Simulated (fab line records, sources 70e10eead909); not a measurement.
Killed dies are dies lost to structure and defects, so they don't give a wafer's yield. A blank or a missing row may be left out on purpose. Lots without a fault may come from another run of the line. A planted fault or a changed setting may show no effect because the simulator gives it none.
Chamber matching | flow nand_harc | NHARC_P_M1_CMP_23 on cmp-01: 4 sister chambers
The step polishes, t overpolish 20 s, target thk 157.82 nm. 8 wafers are shown with their chamber, then 10 later ones without.

WAFERS WITH THEIR CHAMBER
wafer  | chamber | motor_current_A (A) | time_to_endpoint_s (s)
L077.6 | 3       | 10.7                | 29.4
L080.1 | 1       | 11.0                | 27.0
L080.5 | 0       | 11.5                | 21.4
L087.1 | 2       | 13.2                | 33.0
L087.2 | 0       | 11.9                | 30.0
L087.4 | 3       | 11.6                | 30.9
L088.1 | 2       | 13.3                | 28.6
L088.5 | 1       | 11.6                | 29.3

WAFERS WITHOUT THEIR CHAMBER
wafer  | motor_current_A (A) | time_to_endpoint_s (s)
L088.6 | 12.0                | 27.0
L090.3 | 11.5                | 31.4
L090.4 | 13.3                | 30.4
L090.6 | 11.2                | 28.3
L092.3 | 11.2                | 25.7
L092.4 | 12.3                | 25.2
L092.5 | 11.4                | 25.3
L095.2 | 11.2                | 31.5
L095.5 | 13.4                | 32.6
L095.6 | 11.0                | 29.5

WHICH CHAMBER EACH WENT THROUGH
wafer  | from the rows above               | in truth
L088.6 | can't be placed: 0 or 1 or 3      | 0
L090.3 | can't be placed: 3 or 1 or 0      | 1
L090.4 | 2                                 | 2
L090.6 | can't be placed: 1 or 3 or 0      | 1
L092.3 | can't be placed: 1 or 0 or 3      | 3
L092.4 | can't be placed: 0 or 1 or 2 or 3 | 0
L092.5 | can't be placed: 0 or 1 or 3      | 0
L095.2 | can't be placed: 3 or 1 or 0      | 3
L095.5 | 2                                 | 2
L095.6 | can't be placed: 3 or 1 or 0      | 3
Placed correctly: 2 of 10. Can't be placed from these rows: 8 (the true chamber is among the candidates in 8). Placed wrongly: 0.
How it was worked out, from the rows above alone: a wafer's distance from a chamber is the root of the sum, over the readings, of the square of ((its reading less the chamber's mean) divided by the reading's scatter). The wafer belongs to the nearest chamber; if the next one is less than 2 further off, it can't be placed. A chamber's mean is the mean of its shown wafers. The scatter: the root of (the sum of the squares of (reading less its chamber's mean) over the shown wafers, divided by (wafers less chambers)).
